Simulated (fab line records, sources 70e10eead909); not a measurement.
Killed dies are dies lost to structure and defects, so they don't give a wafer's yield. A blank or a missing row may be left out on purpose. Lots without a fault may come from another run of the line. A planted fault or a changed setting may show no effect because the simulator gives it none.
Problem report in the 8D (eight disciplines) form, filled by code | flow nand_harc | the parts of the form that need people (team, actions taken, sign-off) are left out

1. THE PROBLEM
heater_power_total_W at NHARC_A_BONDPAD_SOFTBAKE_04 reads a mean of 338.4 W on 1 wafer of 1 lot; wafers without a fault read 200.9 W with a standard deviation of 1.3. That is +99 or more standard deviations from the usual mean.
The step: time 70 s.
First seen on wafer L836.1, day 30 06:00, on litho_track-03. The record holds 39 wafers of 13 lots with a number at this step. Rule for "out", or "out of limits": more than 4 standard deviations from the usual mean. The other wafers with a number count as sound.

2. WHAT IT IS AND WHAT IT IS NOT
question                    | is                   | is not
which readings at this step | heater_power_total_W | -
which lots                  | L836                 | L822, L823, L824, L825, L826, L827, L828, L829, L840, L841, L842, L843
which wafers of those lots  | L836.1               | L836.3, L836.6
read on which tools         | litho_track-03       | litho_track-02, litho_track-05
when                        | from day 30 06:00    | up to then (26 sound wafers); but 12 sound wafers of L840, L841, L842, L843 came after

3. SUSPECTS, AND WHAT RULES EACH OUT
Counting: a tool at a process step up to the reading stays a suspect if it ran every lot that is out. Sound lots after the first of them don't rule it out here, since some wafers of a struck lot are sound.
- pvd_sputter-03 at NHARC_A_M1_DEGAS_29 (time 60 s): kept. It ran the lot that is out, L836 (day 30 02:53); its last sound lot up to then is L828 (day 26 09:41).
- litho_track-03 at NHARC_A_BONDPAD_SOFTBAKE_04 (time 70 s): kept. It ran the lot that is out, L836 (day 30 06:00); its last sound lot up to then is L829 (day 26 10:00). Its own readings are out on those wafers: heater_power_total_W.
Left after counting: pvd_sputter-03 at NHARC_A_M1_DEGAS_29, litho_track-03 at NHARC_A_BONDPAD_SOFTBAKE_04.

4. THE CAUSE (what the simulator had put in)
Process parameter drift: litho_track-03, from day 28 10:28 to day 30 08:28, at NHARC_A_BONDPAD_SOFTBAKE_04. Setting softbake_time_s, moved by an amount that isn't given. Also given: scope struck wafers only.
Counting left 2 suspects, and this tool is among them.

5. THE CHAIN OF EFFECTS, in route order
Each row: a reading whose mean over the struck wafers that have a number lies more than 3 standard deviations from the usual. Only readings for which the record gives a usual standard deviation are gone through. hours: the time from each lot's start at the first step in this table that gives one to its start at this step, as a median over the lots. sigmas: the change in usual standard deviations.
hours | step                        | reading              | usual   | on struck wafers | change | sigmas
0     | NHARC_A_BONDPAD_SOFTBAKE_04 | heater_power_total_W | 200.9 W | 338.4            | +137.5 | +99 or more
The process steps in it:
- NHARC_A_BONDPAD_SOFTBAKE_04: time 70 s.
Later measuring or inspecting steps at which every struck wafer that the step has a row for has a number for every such reading, and none has moved that far: NHARC_A_BONDPAD_OVL_MEAS_35.

6. WHAT WOULD HAVE CAUGHT IT SOONER
In this record the first reading out of limits was taken at day 30 06:00, 44 hours after the fault began at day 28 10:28.
